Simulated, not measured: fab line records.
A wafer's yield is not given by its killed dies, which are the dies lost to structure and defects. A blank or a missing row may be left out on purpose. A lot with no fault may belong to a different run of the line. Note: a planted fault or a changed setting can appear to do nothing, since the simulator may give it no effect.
Struck lot and sound lot, side by side :: flow nand_harc :: 40 steps out of a route of 1302
Sound: wafers L774.3, L774.4, L774.5. Struck: wafer L791.1 (left out: L791.3, L791.5 of the same lot, which were not struck); the cause appears at the end.
For every step that has rows: the tool of each side, followed by ch and its chambers, followed by its first start. Under that, the readings that differ: sound wafers :: struck wafers :: difference of the means :: sigmas: that difference in standard deviations of wafers without a fault.
alike: same words and numbers on both sides, and readings whose means sit less than 2 such deviations apart. not compared: any withheld reading, any reading some wafer has no value for, any bound like >300 that may hide the same value, and any number with overlapping values for which the record gives no deviation.
Wherever a step has rows on one side only, a row that says differs or no value, or a row with sigmas, the two part there. When numbers do not overlap yet have no deviation, they are printed without sigmas and do not part them. Lack of a reading on every wafer of one side parts them only where that side has two or more wafers.

NHARC_P_CONTACT_ETCH_35: etches the open film in CF4, target depth 39 nm, time 65 s.
  sound on rie_diel-10 ch 1,2,3, day 8 19:01; struck on rie_diel-06 ch 3, day 15 13:39
  alike: bias_w, drypump_motor_current_A, oes_product_au, rf_vpp_V, showerhead_plenum_p_Torr, throttle_valve_pct
  not compared: rf_hours_counter_h
NHARC_P_CONTACT_ETCH_36: etches the open film in N2/H2, target depth 260 nm, time 406.25 s.
  sound on rie_diel-10 ch 1,2; struck on rie_diel-06 ch 3
reading: bias_w (W)
sound: 149.9 149.9 149.8
struck: 150.9
difference: +1.0
sigmas: +2

reading: drypump_motor_current_A (A)
sound: 5.9 5.7 5.7
struck: 4.7
difference: -1.1
sigmas: -3

reading: oes_product_au (a.u.)
sound: 0.982 1.003 0.991
struck: 1.014
difference: +0.022
sigmas: +2
  alike: n2_flow_sccm, rf_vpp_V, showerhead_plenum_p_Torr, throttle_valve_pct
  not compared: rf_hours_counter_h
then, 3 steps without rows for these wafers: NHARC_P_CONTACT_ETCH_18 (etches the open film in C4F8/O2/Ar, target depth 481 nm, time 240.5 s); NHARC_P_CONTACT_STRIP_37 (strips in C4F8/O2/Ar); NHARC_P_CONTACT_ETCH_31 (etches the open film in CH3F/O2, target depth 30 nm, time 85.7 s).
NHARC_P_CONTACT_CD_MEAS_19:
  sound: cd_sem-01 at day 8 19:49; struck: cd_sem-03 at day 15 14:26
  alike: cd_nm
then, 2 steps without rows for these wafers: NHARC_P_CONTACT_STRIP_28 (strips in O2); NHARC_P_CONTACT_STRIP_29 (strips in post etch residue remover, time 1200 s).
NHARC_P_CONTACT_DEGAS_38: time 60 s.
  sound: pvd_sputter-02 at day 8 20:31; struck: pvd_sputter-02 at day 15 15:08
  alike: heater_power_w
then, 3 steps without rows for these wafers: NHARC_P_CONTACT_PRE_CLEAN_39 (time 19.5 s); NHARC_P_CONTACT_PVD_32 (deposits Ti, target thk 5 nm, time 17.7 s); NHARC_P_CONTACT_ALD_22 (deposits TiN, target thk 3 nm, pulse time 1 s, ald cycles 150).
NHARC_P_CONTACT_CVD_23: deposits W, target thk 200 nm, time 557 s.
  sound on cvd_w-02 ch 0,1, day 8 21:08; struck on cvd_w-01 ch 0, day 15 15:35
reading: heater_power_w (W)
sound: 516 502 486
struck: 354
difference: -147
sigmas: -3

reading: since_wet_clean_h (h)
sound: - - -
struck: 154
difference: no value on the sound wafers
sigmas: 
  alike: throttle_valve_pct
NHARC_P_CONTACT_CMP_24: polishes, t overpolish 30 s, target thk 200 nm.
  sound on cmp-03 ch 1,2, day 8 21:36; struck on cmp-01 ch 0, day 15 16:16
reading: time_to_endpoint_s (s)
sound: 36.8 35.9 38.0
struck: 41.7
difference: +4.8
sigmas: +2
  alike: motor_current_A, overpolish_run_s, slurry_flow_ml_min
then, 11 steps without rows for these wafers: NHARC_P_CONTACT_SRD_26; NHARC_P_M0_DEP_00 (deposits SiOC, target thk 150 nm); NHARC_P_M0_DEHYDRATE_01 (time 120 s); NHARC_P_M0_HMDS_02 (time 30 s); NHARC_P_M0_COAT_33 (time 65 s); NHARC_P_M0_COAT_03 (resist thk 90 nm); NHARC_P_M0_SOFTBAKE_04 (time 55 s); NHARC_P_M0_EBR_05; NHARC_P_M0_EXPOSE_06 (exposes mask P M0, target cd 90 nm); NHARC_P_M0_PEB_07 (peb time 65 s); NHARC_P_M0_DEVELOP_08 (develop time 35 s).
NHARC_P_M0_CD_MEAS_09: target cd 90 nm.
  sound on cd_sem-02 ch 0, day 8 22:55; struck on cd_sem-02 ch 0, day 15 17:32
  alike: cd_nm
NHARC_P_M0_OVL_MEAS_10: pitch 180 nm.
  sound: overlay-01 at day 8 22:59; struck: overlay-01 at day 15 17:38
  alike: overlay_x_nm, overlay_y_nm
then, 3 steps without rows for these wafers: NHARC_P_M0_DESCUM_14 (chemistry O2, time 3 s); NHARC_P_M0_ETCH_34 (etches the open film in N2/H2, target depth 40 nm, overetch 12 nm, time 43.94 s); NHARC_P_M0_ETCH_15 (etches the open film in C4F8/Ar, target depth 150 nm, overetch 15 nm, time 82.5 s).
NHARC_P_M0_CD_MEAS_16:
  sound: cd_sem-02 at day 8 23:23; struck: cd_sem-02 at day 15 18:02
  alike: cd_nm
NHARC_P_M0_STRIP_18: strips in N2/H2.
  sound on rie_diel-13 ch 2,3, day 8 23:31; struck on rie_diel-04 ch 3, day 15 18:08
  alike: drypump_motor_current_A, n2_flow_sccm, oes_product_au, rf_vpp_V, showerhead_plenum_p_Torr, throttle_valve_pct
  not compared: rf_hours_counter_h
then, 7 steps without rows for these wafers: NHARC_P_M0_STRIP_19 (strips in post etch residue remover, time 600 s); NHARC_P_M0_DEGAS_28 (time 60 s); NHARC_P_M0_PRE_CLEAN_29 (time 30 s); NHARC_P_M0_PVD_20 (deposits TaN, target thk 5 nm, time 8.06 s); NHARC_P_M0_PVD_21 (deposits Cu, target thk 30 nm, time 20.49 s); NHARC_P_M0_ECD_22 (material Cu, target thk 400 nm); NHARC_P_M0_ANNEAL_30 (time 90 s).
-- the record jumps here: 19 days lie between the struck wafers' starts before and after (it left off in module P_M0 and takes up again in module END, whose first step shown is number 1302 of the route) --
NHARC_END_SORT_01:
  sound on prober-01 ch 0, day 27 09:55; struck on prober-01 ch 0, day 34 06:13
reading: killed_at_periphery
sound: 1 1 4
struck: 19
difference: +17
sigmas: +6

reading: killed_dies
sound: 51 32 51
struck: 89
difference: +44
sigmas: +2
  alike: killed_at_array, killed_at_other, killed_open, killed_short

WHERE THEY PART
First at NHARC_P_CONTACT_ETCH_36; last, within this record, at NHARC_END_SORT_01.

WHY: the cause the simulator had injected
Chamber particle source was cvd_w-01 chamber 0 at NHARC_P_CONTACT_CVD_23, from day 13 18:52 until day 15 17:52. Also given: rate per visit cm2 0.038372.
